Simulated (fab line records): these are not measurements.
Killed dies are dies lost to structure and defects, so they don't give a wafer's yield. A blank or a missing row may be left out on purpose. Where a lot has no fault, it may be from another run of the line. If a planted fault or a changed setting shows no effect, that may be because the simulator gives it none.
fab line records	flow n5_finfet
record lots=24	wafers=72	last_day=20
route steps=1938 shown BEOL_M0_SAQP@662 BEOL_M0@718
lots with no fault: from the same line, run without faults
start_h: hours from the record's opening day to when the first of the lot's shown wafers began	wait_h: time in hours since the lot's previous step	" repeats the value in the row above	L1.1+2: a single row standing in for several wafers	- no value present, or no start provided	* or withheld: withheld	< > ~ a bound
route shown NAME@n: NAME is a module with steps in the file, n the number in the route of the first one	usual: mean/standard deviation taken from wafers without a fault	same: alike in all rows	chamber/n: place in a boat	sites: each site's reading	_std_site: the standard deviation of these	_edge_site: outer sites' mean less inner sites'	radius_mm: how far each site lies from the wafer's centre	mask NAME#n: copy n	behind: the tool/chamber that last shaped the wafer	hold: why the lot was held/for how many hours/how that ended	device: the n, p or np transistor that did not switch	end of line: tests run on the same wafers once the route is complete	where a step has no rows: the recipe by itself	killed: dies that structure and defects cost at the first sort, which is not the same as the wafer's yield	map: per-die view of a wafer (x killed, . not killed, _ where there is no die)
set.NAME: the setting as run; set.NAME@STEP: as run at that earlier step	model.NAME: the simulator's own value behind a step, which no gauge read
the route's steps for a sample of lots (tables are steps, rows are wafers)
services: the hour from which a tool's chamber was out of use, counted from the record's first day as start_h (under 0 if before that day), plus the number of hours and why
## steps
# step N5_BEOL_M0_SAQP_RECESS_114
# recipe chemistry=HF/NH3	target=SiO2	target_depth_a=144	afs_cycles=3	temp_c=30	sublimation_temp_c=180	sublimation_time_s=60
# usual drypump_motor_current_A=6.0/0.4	temp_c=30.01/0.11
# same sublimation_time_s=60
lot.wafer	tool	chamber	start_h	wait_h	drypump_motor_current_A	temp_c
L074.3	vapor_etch-01	1	111.04	0.1	6.5	30.01
L074.4	"	0	"	"	6.0	29.87
L074.5	"	1	"	"	6.5	30.11
L076.1	vapor_etch-02	1	145.30	0.0	5.5	29.97
L076.4	"	0	"	"	5.6	30.01
L076.6	"	1	"	"	5.5	30.04
L075.2	vapor_etch-01	0	145.56	0.0	5.9	29.75
L075.4	"	0	"	"	5.9	29.93
L075.6	"	0	"	"	6.0	29.93
L077.1	vapor_etch-02	0	145.70	0.0	5.7	29.99
L077.2	"	1	"	"	5.5	30.05
L077.5	"	0	"	"	5.7	30.05
L078.1	vapor_etch-01	1	146.08	0.0	6.5	29.98
L078.3	"	0	"	"	6.0	30.06
L078.4	"	1	"	"	6.5	30.04
L079.1	vapor_etch-02	1	154.31	0.0	5.4	29.91
L079.2	"	0	"	"	5.6	30.01
L079.6	"	0	"	"	5.6	30.02
L080.1	vapor_etch-02	1	156.20	0.0	5.4	29.76
L080.2	"	0	"	"	5.6	29.89
L080.5	"	0	"	"	5.7	29.89
L081.1	vapor_etch-01	1	160.64	0.0	6.5	29.84
L081.3	"	1	"	"	6.5	29.96
L081.4	"	0	"	"	6.0	30.04
L082.3	vapor_etch-02	1	167.07	0.1	5.5	30.03
L082.5	"	0	"	"	5.6	30.04
L082.6	"	1	"	"	5.5	30.01
L083.1	vapor_etch-01	0	171.74	0.0	6.0	29.92
L083.5	"	0	"	"	6.0	29.94
L083.6	"	1	"	"	6.5	30.15
L084.3	vapor_etch-02	1	183.72	0.1	5.5	30.01
L084.5	"	0	"	"	5.6	30.07
L084.6	"	1	"	"	5.5	29.88
L085.3	vapor_etch-01	0	187.52	0.1	6.0	30.08
L085.4	"	1	"	"	6.5	30.11
L085.6	"	1	"	"	6.5	29.93
L086.2	vapor_etch-01	1	195.54	0.0	6.5	29.95
L086.3	"	0	"	"	6.0	30.10
L086.6	"	1	"	"	6.5	29.97
L087.3	vapor_etch-02	0	199.01	0.1	5.7	30.11
L087.4	"	1	"	"	5.5	29.93
L087.6	"	1	"	"	5.4	30.02
L088.3	vapor_etch-02	0	202.16	0.1	5.6	30.07
L088.5	"	0	"	"	5.6	30.29
L088.6	"	1	"	"	5.4	29.95
L089.2	vapor_etch-01	1	211.59	0.0	6.6	29.78
L089.4	"	0	"	"	6.0	30.12
L089.5	"	1	"	"	6.5	29.66
L090.2	vapor_etch-01	0	213.89	0.0	6.0	30.07
L090.4	"	0	"	"	5.9	30.07
L090.5	"	0	"	"	6.0	30.11
L091.1	vapor_etch-01	0	221.40	0.0	6.0	30.09
L091.3	"	1	"	"	6.5	30.09
L091.4	"	0	"	"	5.9	30.11
L092.2	vapor_etch-01	0	224.33	0.0	5.9	29.97
L092.3	"	1	"	"	6.5	30.10
L092.4	"	0	"	"	6.0	29.80
L093.3	vapor_etch-01	0	235.62	0.1	5.9	30.09
L093.5	"	1	"	"	6.5	30.20
L093.6	"	0	"	"	6.0	30.05
L095.1	vapor_etch-01	1	243.38	0.0	6.5	30.11
L095.4	"	1	"	"	6.5	29.88
L095.6	"	0	"	"	6.0	29.95
L097.1	vapor_etch-01	0	247.59	0.0	5.9	29.99
L097.2	"	1	"	"	6.5	30.25
L097.6	"	1	"	"	6.5	30.19
L096.1	vapor_etch-01	0	250.54	0.0	6.0	30.19
L096.3	"	0	"	"	5.9	30.05
L096.6	"	0	"	"	5.9	30.24
L094.1	vapor_etch-01	0	253.21	0.0	6.0	29.96
L094.2	"	1	"	"	6.5	29.91
L094.6	"	0	"	"	6.0	30.05
# step N5_BEOL_M0_SAQP_CD_MEAS_25
# recipe target_cd_nm=13.1	landing_energy_ev=1000	detector=se_inlens
# usual cd_nm=12.79/0.22
lot.wafer	tool	chamber	start_h	wait_h	cd_nm
L074.3	cd_sem-01	0	111.98	0.1	12.63
L074.4	"	0	"	"	13.08
L074.5	"	0	"	"	12.63
L076.1	cd_sem-03	0	146.48	0.1	12.70
L076.4	"	0	"	"	12.60
L076.6	"	0	"	"	12.53
L075.2	cd_sem-02	0	146.77	0.1	12.90
L075.4	"	0	"	"	12.83
L075.6	"	0	"	"	12.79
L077.1	cd_sem-03	0	146.94	0.1	12.74
L077.2	"	0	"	"	12.70
L077.5	"	0	"	"	12.48
L078.1	cd_sem-01	0	147.18	0.1	12.69
L078.3	"	0	"	"	12.51
L078.4	"	0	"	"	12.87
L079.1	cd_sem-02	0	155.96	0.1	12.57
L079.2	"	0	"	"	12.95
L079.6	"	0	"	"	12.98
L080.1	cd_sem-02	0	157.38	0.1	12.57
L080.2	"	0	"	"	12.84
L080.5	"	0	"	"	12.58
L081.1	cd_sem-03	0	161.74	0.1	12.55
L081.3	"	0	"	"	12.91
L081.4	"	0	"	"	12.75
L082.3	cd_sem-02	0	168.00	0.1	12.95
L082.5	"	0	"	"	12.62
L082.6	"	0	"	"	12.94
L083.1	cd_sem-01	0	172.85	0.1	12.79
L083.5	"	0	"	"	12.71
L083.6	"	0	"	"	13.20
L084.3	cd_sem-02	0	185.69	0.1	13.14
L084.5	"	0	"	"	12.38
L084.6	"	0	"	"	12.64
L085.3	cd_sem-03	0	188.71	0.1	12.94
L085.4	"	0	"	"	12.77
L085.6	"	0	"	"	13.04
L086.2	cd_sem-02	0	196.62	0.1	12.56
L086.3	"	0	"	"	13.12
L086.6	"	0	"	"	13.20
L087.3	cd_sem-03	0	200.68	0.1	12.76
L087.4	"	0	"	"	12.66
L087.6	"	0	"	"	12.90
L088.3	cd_sem-02	0	203.23	0.1	12.60
L088.5	"	0	"	"	12.73
L088.6	"	0	"	"	12.55
L089.2	cd_sem-02	0	212.65	0.1	13.07
L089.4	"	0	"	"	12.79
L089.5	"	0	"	"	12.82
L090.2	cd_sem-01	0	215.38	0.1	12.46
L090.4	"	0	"	"	12.54
L090.5	"	0	"	"	13.01
L091.1	cd_sem-03	0	223.06	0.1	12.52
L091.3	"	0	"	"	12.91
L091.4	"	0	"	"	12.94
L092.2	cd_sem-03	0	226.24	0.1	12.54
L092.3	"	0	"	"	12.59
L092.4	"	0	"	"	13.12
L093.3	cd_sem-03	0	236.56	0.1	12.47
L093.5	"	0	"	"	12.53
L093.6	"	0	"	"	12.99
L095.1	cd_sem-03	0	244.44	0.1	12.50
L095.4	"	0	"	"	12.80
L095.6	"	0	"	"	12.89
L097.1	cd_sem-02	0	248.65	0.1	13.09
L097.2	"	0	"	"	12.50
L097.6	"	0	"	"	12.70
L096.1	cd_sem-01	0	251.67	0.1	13.21
L096.3	"	0	"	"	13.03
L096.6	"	0	"	"	13.00
L094.1	cd_sem-03	0	254.26	0.1	12.90
L094.2	"	0	"	"	12.93
L094.6	"	0	"	"	12.54
# step N5_BEOL_M0_SAQP_OVL_MEAS_41
# recipe points_per_wafer=522
# usual M0_CUT1_OVL=0.5/0.56
lot.wafer	tool	chamber	start_h	wait_h	M0_CUT1_OVL[nm]
L074.3	overlay-01	0	114.50	0.0	0.5
L074.4	"	0	"	"	0.4
L074.5	"	0	"	"	0.5
L076.1	overlay-01	0	148.69	0.0	0.8
L076.4	"	0	"	"	0.5
L076.6	"	0	"	"	1.2
L075.2	overlay-01	0	148.88	0.0	1.3
L075.4	"	0	"	"	0.6
L075.6	"	0	"	"	0.2
L077.1	overlay-01	0	149.31	0.0	-0.4
L077.2	"	0	"	"	1.3
L077.5	"	0	"	"	-0.2
L078.1	overlay-01	0	149.43	0.0	0.2
L078.3	"	0	"	"	1.0
L078.4	"	0	"	"	0.6
L079.1	overlay-01	0	158.47	0.0	0.8
L079.2	"	0	"	"	0.5
L079.6	"	0	"	"	0.8
L080.1	overlay-02	0	161.09	0.0	1.3
L080.2	"	0	"	"	-0.7
L080.5	"	0	"	"	0.1
L081.1	overlay-01	0	164.01	0.0	-0.4
L081.3	"	0	"	"	-0.2
L081.4	"	0	"	"	0.4
L082.3	overlay-01	0	170.11	0.0	0.6
L082.5	"	0	"	"	0.6
L082.6	"	0	"	"	0.7
L083.1	overlay-01	0	175.02	0.0	0.7
L083.5	"	0	"	"	1.0
L083.6	"	0	"	"	0.5
L084.3	overlay-01	0	188.14	0.0	0.9
L084.5	"	0	"	"	0.5
L084.6	"	0	"	"	-0.1
L085.3	overlay-02	0	191.61	0.0	0.5
L085.4	"	0	"	"	1.1
L085.6	"	0	"	"	0.4
L086.2	overlay-01	0	198.98	0.0	0.2
L086.3	"	0	"	"	0.3
L086.6	"	0	"	"	-0.1
L087.3	overlay-02	0	202.83	0.0	-0.3
L087.4	"	0	"	"	0.6
L087.6	"	0	"	"	0.8
L088.3	overlay-01	0	205.47	0.0	0.0
L088.5	"	0	"	"	0.4
L088.6	"	0	"	"	-0.2
L089.2	overlay-02	0	215.82	0.0	-1.0
L089.4	"	0	"	"	-0.9
L089.5	"	0	"	"	-0.7
L090.2	overlay-02	0	217.62	0.0	1.4
L090.4	"	0	"	"	0.4
L090.5	"	0	"	"	0.4
L091.1	overlay-02	0	225.48	0.0	1.0
L091.3	"	0	"	"	0.7
L091.4	"	0	"	"	0.8
L092.2	overlay-01	0	229.04	0.0	1.0
L092.3	"	0	"	"	1.8
L092.4	"	0	"	"	0.4
L093.3	overlay-02	0	238.79	0.0	-0.3
L093.5	"	0	"	"	0.6
L093.6	"	0	"	"	0.3
L095.1	overlay-02	0	248.39	0.0	0.3
L095.4	"	0	"	"	1.3
L095.6	"	0	"	"	1.1
L097.1	overlay-02	0	250.86	0.0	0.4
L097.2	"	0	"	"	1.0
L097.6	"	0	"	"	1.7
L096.1	overlay-01	0	254.28	0.0	-0.1
L096.3	"	0	"	"	0.3
L096.6	"	0	"	"	0.7
L094.1	overlay-02	0	258.67	0.0	0.7
L094.2	"	0	"	"	0.6
L094.6	"	0	"	"	0.5
# step N5_BEOL_M0_STRIP_104
# recipe chemistry=N2/H2	power_w=450	temp_c=40	pressure_mtorr=20	rf_frequency_hz=6e+07	overash_fraction=0.3	bias_power_w=7	h2_frac=0.5	n2_flow_sccm=200	h2_flow_sccm=200
# usual drypump_motor_current_A=5.8/0.42	h2_flow_sccm=200.0/0.55	oes_product_au=0.74/0.059	rf_vpp_V=59.3/1.4	showerhead_plenum_p_Torr=2.56/0.053	temp_c=40.00/0.11	throttle_valve_pct=23.58/0.23
lot.wafer	tool	chamber	start_h	wait_h	drypump_motor_current_A	h2_flow_sccm	oes_product_au	rf_hours_counter_h	rf_vpp_V	showerhead_plenum_p_Torr	temp_c	throttle_valve_pct
L074.3	rie_diel-05	2	120.80	0.0	5.7	200.0	0.74	180	58.9	2.52	40.02	23.39
L074.4	"	1	"	"	6.3	199.5	0.91	22	55.9	2.48	39.94	23.08
L074.5	"	1	"	"	6.3	199.3	0.89	-	58.0	2.49	39.95	23.07
L076.1	rie_diel-02	0	152.89	0.0	6.2	199.0	0.87	49	58.1	2.57	39.97	23.49
L076.4	"	3	"	"	5.9	200.0	0.72	216	58.2	2.62	39.92	23.86
L076.6	"	3	"	"	5.8	199.7	0.72	-	61.7	2.62	39.94	23.87
L078.1	rie_diel-02	1	153.57	0.0	5.7	200.3	0.74	163	58.2	2.54	40.02	23.69
L078.3	"	0	"	"	6.2	199.2	0.86	49	58.4	2.57	40.11	23.48
L078.4	"	3	"	"	5.8	199.3	0.70	216	56.5	2.62	40.07	23.83
L077.1	rie_diel-02	1	153.99	0.0	5.7	200.6	0.73	163	58.3	2.54	40.15	23.73
L077.2	"	2	"	"	4.8	199.4	0.75	150	60.1	2.54	39.92	24.00
L077.5	"	3	"	"	5.8	199.5	0.70	-	59.9	2.62	39.96	23.85
L075.2	rie_diel-02	0	154.21	0.0	6.2	199.2	0.87	49	57.7	2.57	40.15	23.48
L075.4	"	2	"	"	4.9	200.6	0.76	150	60.7	2.54	40.06	23.98
L075.6	"	2	"	"	4.9	199.9	0.77	-	58.6	2.54	39.94	23.97
L079.1	rie_diel-05	0	162.01	0.0	6.1	199.5	0.76	123	58.0	2.55	40.23	23.60
L079.2	"	2	"	"	5.7	199.0	0.72	191	60.8	2.52	40.14	23.38
L079.6	"	1	"	"	6.3	199.8	0.88	-	61.0	2.48	40.03	23.09
L080.1	rie_diel-04	2	163.25	0.0	6.2	200.4	0.75	177	59.0	2.52	40.06	23.46
L080.2	"	0	"	"	6.0	200.0	0.70	216	62.6	2.51	39.96	23.55
L080.5	"	3	"	"	5.3	200.5	0.68	-	60.8	2.62	39.99	23.84
L081.1	rie_diel-05	3	168.76	0.0	5.5	200.8	0.75	165	59.0	2.64	39.99	23.47
L081.3	"	0	"	"	6.2	199.8	0.75	126	60.4	2.55	39.94	23.62
L081.4	"	1	"	"	6.3	200.8	0.86	37	58.5	2.48	39.98	23.11
L082.3	rie_diel-02	2	172.17	0.0	4.9	200.1	0.73	157	58.2	2.53	40.03	23.98
L082.5	"	2	"	"	4.9	200.1	0.74	-	58.4	2.53	39.86	24.00
L082.6	"	3	"	"	5.9	200.2	0.70	-	60.2	2.62	39.86	23.84
L083.1	rie_diel-02	1	178.20	0.0	5.7	199.9	0.73	174	59.5	2.53	39.88	23.74
L083.5	"	2	"	"	4.8	201.0	0.73	-	59.1	2.54	40.08	23.96
L083.6	"	1	"	"	5.7	200.1	0.74	-	60.6	2.53	40.00	23.74
L084.3	rie_diel-05	2	192.12	0.0	5.7	200.1	0.72	202	58.4	2.51	40.04	23.39
L084.5	"	3	"	"	5.5	200.5	0.73	-	57.8	2.64	40.06	23.51
L084.6	"	0	"	"	6.2	200.3	0.75	-	56.0	2.54	39.94	23.64
L085.3	rie_diel-04	2	196.70	0.0	6.3	200.2	0.73	189	60.4	2.52	40.00	23.48
L085.4	"	3	"	"	5.4	200.9	0.68	222	60.5	2.61	40.12	23.84
L085.6	"	3	"	"	5.3	199.5	0.67	-	59.4	2.61	40.00	23.86
L086.2	rie_diel-05	2	203.87	0.0	5.7	200.5	0.73	206	60.0	2.51	40.24	23.41
L086.3	"	3	"	"	5.5	199.4	0.75	176	59.6	2.64	39.91	23.49
L086.6	"	0	"	"	6.1	200.2	0.73	-	57.8	2.54	40.04	23.63
L087.3	rie_diel-04	1	206.16	0.0	5.3	200.0	0.69	218	58.5	2.62	39.92	23.61
L087.4	"	2	"	"	6.3	200.3	0.71	194	58.2	2.52	39.90	23.49
L087.6	"	0	"	"	6.0	199.6	0.67	-	59.9	2.51	39.94	23.53
L088.3	rie_diel-05	3	211.99	0.0	5.5	198.8	0.73	179	59.5	2.64	40.09	23.50
L088.5	"	0	"	"	6.2	200.6	0.75	-	60.6	2.54	40.04	23.64
L088.6	"	3	"	"	5.5	199.5	0.74	-	60.0	2.64	40.12	23.55
L089.2	rie_diel-04	3	219.47	0.0	5.3	199.4	0.66	231	61.8	2.61	40.00	23.89
L089.4	"	2	"	"	6.2	199.3	0.72	198	57.3	2.51	40.13	23.51
L089.5	"	0	"	"	6.0	200.1	0.66	-	57.3	2.50	40.15	23.57
L090.2	rie_diel-05	0	222.18	0.0	6.1	199.9	0.73	147	59.3	2.54	39.90	23.65
L090.4	"	3	"	"	5.5	200.3	0.73	184	61.4	2.63	39.84	23.48
L090.5	"	3	"	"	5.5	200.8	0.73	-	59.1	2.63	39.86	23.46
L091.1	rie_diel-02	0	227.43	0.0	6.2	200.4	0.83	78	59.9	2.56	39.89	23.51
L091.3	"	2	"	"	4.9	199.3	0.72	181	61.6	2.52	39.92	24.01
L091.4	"	1	"	"	5.7	199.6	0.72	192	57.9	2.53	40.08	23.78
L092.2	rie_diel-05	2	234.87	0.0	5.7	200.6	0.70	218	56.2	2.51	40.01	23.41
L092.3	"	3	"	"	5.5	200.2	0.73	188	59.2	2.63	40.00	23.49
L092.4	"	0	"	"	6.1	199.7	0.72	152	60.1	2.54	39.85	23.64
L093.3	rie_diel-04	2	242.20	0.0	6.3	199.9	0.72	207	57.4	2.51	40.03	23.53
L093.5	"	3	"	"	5.4	200.0	0.67	-	56.7	2.61	40.15	23.85
L093.6	"	2	"	"	6.2	199.7	0.72	-	61.8	2.51	39.90	23.50
L095.1	rie_diel-05	0	254.73	0.0	6.1	200.6	0.73	158	59.3	2.53	40.04	23.67
L095.4	"	1	"	"	6.3	199.6	0.83	67	57.6	2.47	39.90	23.14
L095.6	"	3	"	"	5.5	200.4	0.72	-	59.5	2.63	39.89	23.52
L097.1	rie_diel-05	3	254.79	0.0	5.5	200.5	0.72	195	58.2	2.63	39.86	23.55
L097.2	"	2	"	"	5.7	200.0	0.69	225	56.8	2.50	40.06	23.44
L097.6	"	2	"	"	5.8	200.2	0.70	-	59.3	2.50	40.14	23.43
L096.1	rie_diel-04	3	258.33	0.0	5.4	199.8	0.64	245	61.1	2.60	40.12	23.87
L096.3	"	1	"	"	5.4	200.0	0.68	240	58.1	2.61	39.83	23.66
L096.6	"	1	"	"	5.3	200.6	0.69	-	60.3	2.61	39.92	23.65
L094.1	rie_diel-05	1	264.95	0.0	6.3	200.7	0.83	71	62.2	2.47	39.87	23.16
L094.2	"	3	"	"	5.5	198.9	0.72	199	60.2	2.63	39.88	23.54
L094.6	"	2	"	"	5.8	199.0	0.70	-	60.4	2.50	40.05	23.41
# step N5_BEOL_M0_STRIP_142
# recipe chemistry=N2/H2	time_s=10	power_w=450	temp_c=40	pressure_mtorr=20	rf_frequency_hz=6e+07	bias_power_w=7	n2_flow_sccm=200	h2_flow_sccm=200
# usual drypump_motor_current_A=5.8/0.43	h2_flow_sccm=199.9/0.58	oes_product_au=0.74/0.055	rf_vpp_V=59.2/0.85	showerhead_plenum_p_Torr=2.55/0.05	temp_c=40.01/0.12	throttle_valve_pct=23.61/0.22
lot.wafer	tool	chamber	start_h	wait_h	drypump_motor_current_A	h2_flow_sccm	oes_product_au	rf_hours_counter_h	rf_vpp_V	showerhead_plenum_p_Torr	temp_c	throttle_valve_pct
L074.3	rie_diel-04	1	121.09	0.0	5.3	199.7	0.71	197	59.3	2.63	40.21	23.57
L074.4	"	0	"	"	6.0	200.8	0.70	207	58.6	2.52	40.11	23.51
L074.5	"	1	"	"	5.3	198.7	0.71	-	58.9	2.63	40.20	23.57
L076.1	rie_diel-02	1	153.08	0.0	5.7	200.0	0.74	163	58.1	2.54	40.19	23.72
L076.4	"	3	"	"	5.8	201.5	0.70	216	58.9	2.62	40.02	23.83
L076.6	"	1	"	"	5.7	199.5	0.73	-	58.6	2.54	40.12	23.73
L078.1	rie_diel-02	2	154.14	0.0	4.9	200.2	0.75	150	58.6	2.54	40.10	23.98
L078.3	"	3	"	"	5.8	200.0	0.71	217	58.9	2.62	40.04	23.86
L078.4	"	1	"	"	5.7	200.7	0.74	164	58.5	2.54	39.78	23.73
L077.1	rie_diel-02	1	154.38	0.0	5.7	200.1	0.74	164	60.4	2.54	40.09	23.70
L077.2	"	0	"	"	6.2	200.4	0.87	49	58.5	2.57	40.14	23.49
L077.5	"	2	"	"	4.8	200.4	0.75	-	57.9	2.54	39.97	23.98
L075.2	rie_diel-02	0	154.64	0.0	6.2	199.8	0.87	49	59.9	2.57	39.96	23.51
L075.4	"	2	"	"	4.9	200.4	0.75	150	60.2	2.54	39.87	23.98
L075.6	"	0	"	"	6.2	200.7	0.87	-	58.9	2.57	39.90	23.50
L079.1	rie_diel-04	2	162.24	0.0	6.3	199.7	0.74	176	59.7	2.52	40.04	23.48
L079.2	"	3	"	"	5.3	200.6	0.68	208	59.0	2.62	39.95	23.86
L079.6	"	0	"	"	6.0	198.8	0.68	-	59.6	2.51	39.96	23.50
L080.1	rie_diel-04	3	164.16	0.0	5.3	200.8	0.68	209	59.3	2.62	39.91	23.85
L080.2	"	2	"	"	6.2	200.6	0.73	178	59.2	2.52	40.03	23.50
L080.5	"	3	"	"	5.3	200.3	0.68	-	59.9	2.62	39.84	23.84
L081.1	rie_diel-04	2	168.99	0.0	6.3	198.9	0.75	180	58.0	2.52	40.00	23.49
L081.3	"	1	"	"	5.3	200.1	0.71	204	59.3	2.63	40.21	23.58
L081.4	"	0	"	"	6.0	199.4	0.68	219	57.5	2.51	39.85	23.52
L082.3	rie_diel-04	0	172.36	0.0	6.0	199.6	0.68	221	59.7	2.51	39.97	23.54
L082.5	"	2	"	"	6.3	199.1	0.74	-	57.7	2.52	40.00	23.51
L082.6	"	3	"	"	5.3	200.3	0.68	-	57.9	2.62	39.91	23.84
L083.1	rie_diel-05	1	178.84	0.0	6.3	199.5	0.88	40	60.0	2.48	39.91	23.11
L083.5	"	2	"	"	5.7	200.6	0.72	-	59.7	2.52	40.05	23.39
L083.6	"	1	"	"	6.3	199.8	0.87	-	59.6	2.48	40.10	23.11
L084.3	rie_diel-04	2	193.02	0.0	6.2	199.5	0.73	188	58.9	2.52	39.97	23.49
L084.5	"	2	"	"	6.2	200.0	0.73	-	58.4	2.52	40.13	23.49
L084.6	"	1	"	"	5.3	200.0	0.70	-	59.3	2.62	39.91	23.60
L085.3	rie_diel-05	1	196.89	0.0	6.3	199.3	0.86	47	57.9	2.47	40.16	23.12
L085.4	"	3	"	"	5.5	199.4	0.74	173	60.1	2.64	40.13	23.49
L085.6	"	0	"	"	6.1	199.9	0.74	-	59.9	2.54	40.34	23.64
L086.2	rie_diel-02	2	204.18	0.0	4.9	199.9	0.74	169	59.1	2.53	40.31	24.01
L086.3	"	3	"	"	5.8	200.4	0.70	234	58.6	2.61	39.93	23.88
L086.6	"	1	"	"	5.7	199.2	0.73	-	59.5	2.53	39.97	23.75
L087.3	rie_diel-05	0	206.36	0.0	6.1	200.8	0.74	140	60.6	2.54	40.10	23.63
L087.4	"	2	"	"	5.7	200.7	0.71	207	58.2	2.51	39.83	23.41
L087.6	"	2	"	"	5.7	199.2	0.72	-	59.1	2.51	39.70	23.40
L088.3	rie_diel-02	3	212.64	0.0	5.8	199.9	0.69	237	59.0	2.61	40.05	23.86
L088.5	"	1	"	"	5.7	200.2	0.72	-	58.0	2.53	40.03	23.75
L088.6	"	2	"	"	4.9	200.1	0.73	-	58.5	2.53	40.01	23.99
L089.2	rie_diel-05	2	219.66	0.0	5.7	199.4	0.70	213	59.6	2.51	40.01	23.40
L089.4	"	2	"	"	5.7	198.4	0.71	-	59.4	2.51	40.03	23.37
L089.5	"	3	"	"	5.5	199.5	0.74	-	61.2	2.63	39.98	23.51
L090.2	rie_diel-02	2	222.37	0.0	4.9	200.6	0.73	178	60.1	2.53	40.17	24.01
L090.4	"	2	"	"	4.9	200.7	0.74	-	59.2	2.53	40.16	24.02
L090.5	"	3	"	"	5.8	199.4	0.70	-	60.4	2.61	39.95	23.87
L091.1	rie_diel-02	3	228.33	0.0	5.8	199.6	0.68	245	59.9	2.61	40.00	23.89
L091.3	"	2	"	"	4.9	202.0	0.72	181	59.9	2.52	40.16	24.00
L091.4	"	0	"	"	6.2	200.3	0.84	78	59.0	2.56	39.79	23.54
L092.2	rie_diel-04	2	235.06	0.0	6.3	199.2	0.73	204	60.9	2.51	40.20	23.52
L092.3	"	1	"	"	5.4	199.4	0.68	229	60.4	2.61	40.08	23.60
L092.4	"	1	"	"	5.3	199.5	0.69	-	60.1	2.61	40.01	23.59
L093.3	rie_diel-05	0	242.84	0.0	6.1	199.8	0.72	155	57.7	2.53	39.77	23.64
L093.5	"	1	"	"	6.3	200.1	0.83	-	59.3	2.47	40.01	23.14
L093.6	"	2	"	"	5.7	200.4	0.70	-	58.6	2.51	40.05	23.43
L095.1	rie_diel-05	3	255.25	0.0	5.5	199.6	0.72	196	59.9	2.63	39.80	23.53
L095.4	"	2	"	"	5.7	200.2	0.70	225	58.1	2.50	40.07	23.42
L095.6	"	2	"	"	5.7	200.2	0.70	-	60.4	2.50	40.01	23.43
L097.1	rie_diel-05	3	255.36	0.0	5.5	199.8	0.73	196	60.2	2.63	40.04	23.51
L097.2	"	2	"	"	5.7	199.9	0.71	225	59.3	2.50	39.89	23.45
L097.6	"	0	"	"	6.1	198.5	0.73	-	60.0	2.53	39.81	23.66
L096.1	rie_diel-04	2	258.52	0.0	6.2	199.8	0.72	216	60.4	2.51	40.10	23.56
L096.3	"	3	"	"	5.3	199.6	0.66	245	58.4	2.60	39.92	23.90
L096.6	"	1	"	"	5.3	199.7	0.68	-	57.9	2.61	40.07	23.62
L094.1	rie_diel-05	1	265.16	0.0	6.3	200.5	0.83	71	58.9	2.47	39.79	23.16
L094.2	"	0	"	"	6.2	200.1	0.73	161	58.2	2.53	39.77	23.68
L094.6	"	3	"	"	5.5	200.5	0.72	-	60.1	2.63	40.02	23.53
# step N5_BEOL_M0_SURFACE_TREAT_137
# recipe gas=Ar	time_s=*	ion_energy_ev=*	ion_current_ma_cm2=0.5	pressure_mtorr=*	ar_flow_sccm=30
# usual throttle_valve_pct=*
lot.wafer	tool	chamber	start_h	wait_h	throttle_valve_pct
L074.3	pvd_sputter-03	-	122.30	0.2	*
L074.4	"	-	"	"	*
L074.5	"	-	"	"	*
L076.1	pvd_sputter-03	-	154.58	0.2	*
L076.4	"	-	"	"	*
L076.6	"	-	"	"	*
L078.1	pvd_sputter-03	-	155.29	0.4	*
L078.3	"	-	"	"	*
L078.4	"	-	"	"	*
L077.1	pvd_sputter-01	-	155.99	0.1	*
L077.2	"	-	"	"	*
L077.5	"	-	"	"	*
L075.2	pvd_sputter-01	-	156.63	0.1	*
L075.4	"	-	"	"	*
L075.6	"	-	"	"	*
L079.1	pvd_sputter-01	-	163.63	0.2	*
L079.2	"	-	"	"	*
L079.6	"	-	"	"	*
L080.1	pvd_sputter-02	-	166.10	0.3	*
L080.2	"	-	"	"	*
L080.5	"	-	"	"	*
L081.1	pvd_sputter-01	-	171.02	0.2	*
L081.3	"	-	"	"	*
L081.4	"	-	"	"	*
L082.3	pvd_sputter-02	-	174.24	0.1	*
L082.5	"	-	"	"	*
L082.6	"	-	"	"	*
L083.1	pvd_sputter-03	-	179.93	0.1	*
L083.5	"	-	"	"	*
L083.6	"	-	"	"	*
L084.3	pvd_sputter-02	-	193.92	0.2	*
L084.5	"	-	"	"	*
L084.6	"	-	"	"	*
L085.3	pvd_sputter-02	-	197.94	0.3	*
L085.4	"	-	"	"	*
L085.6	"	-	"	"	*
L086.2	pvd_sputter-02	-	205.88	0.3	*
L086.3	"	-	"	"	*
L086.6	"	-	"	"	*
L087.3	pvd_sputter-03	-	207.36	0.1	*
L087.4	"	-	"	"	*
L087.6	"	-	"	"	*
L088.3	pvd_sputter-02	-	213.85	0.2	*
L088.5	"	-	"	"	*
L088.6	"	-	"	"	*
L089.2	pvd_sputter-01	-	220.60	0.1	*
L089.4	"	-	"	"	*
L089.5	"	-	"	"	*
L090.2	pvd_sputter-01	-	224.34	0.9	*
L090.4	"	-	"	"	*
L090.5	"	-	"	"	*
L091.1	pvd_sputter-03	-	230.19	0.4	*
L091.3	"	-	"	"	*
L091.4	"	-	"	"	*
L092.2	pvd_sputter-03	-	235.81	0.1	*
L092.3	"	-	"	"	*
L092.4	"	-	"	"	*
L093.3	pvd_sputter-01	-	244.06	0.2	*
L093.5	"	-	"	"	*
L093.6	"	-	"	"	*
L095.1	pvd_sputter-02	-	257.81	0.2	*
L095.4	"	-	"	"	*
L095.6	"	-	"	"	*
L097.1	pvd_sputter-03	-	257.82	0.1	*
L097.2	"	-	"	"	*
L097.6	"	-	"	"	*
L096.1	pvd_sputter-02	-	259.35	0.1	*
L096.3	"	-	"	"	*
L096.6	"	-	"	"	*
L094.1	pvd_sputter-02	-	266.29	0.3	*
L094.2	"	-	"	"	*
L094.6	"	-	"	"	*
## services
tool	chamber	start_h	hours	kind
rie_diel-02	-	91.19	4.7	repair
pvd_sputter-01	-	106.85	4.6	repair
pvd_sputter-03	-	118.44	0.6	repair
rie_diel-04	1	137.43	26.9	repair
rie_diel-04	-	140.31	15.6	pm
pvd_sputter-02	-	143.09	2.5	repair
rie_diel-02	-	187.57	0.5	repair
vapor_etch-02	0	207.76	10.6	repair
rie_diel-05	1	217.15	4.6	repair
rie_diel-02	1	217.15	5.2	repair
rie_diel-04	3	230.56	7.6	repair
vapor_etch-02	-	235.17	1.8	repair
vapor_etch-02	-	236.98	28.1	pm
rie_diel-02	3	237.75	-	clean
rie_diel-02	3	237.75	-	consumable_replace:esc
rie_diel-02	3	237.75	-	consumable_replace:focus_ring
rie_diel-02	3	237.75	29.9	scheduled_down
rie_diel-02	3	237.75	29.9	vent_cycle
rie_diel-04	0	244.50	-	clean
rie_diel-04	0	244.50	-	consumable_replace:focus_ring
rie_diel-04	0	244.50	19.1	scheduled_down
rie_diel-04	0	244.50	19.1	vent_cycle
rie_diel-04	2	263.68	2.8	repair
## key
fault none
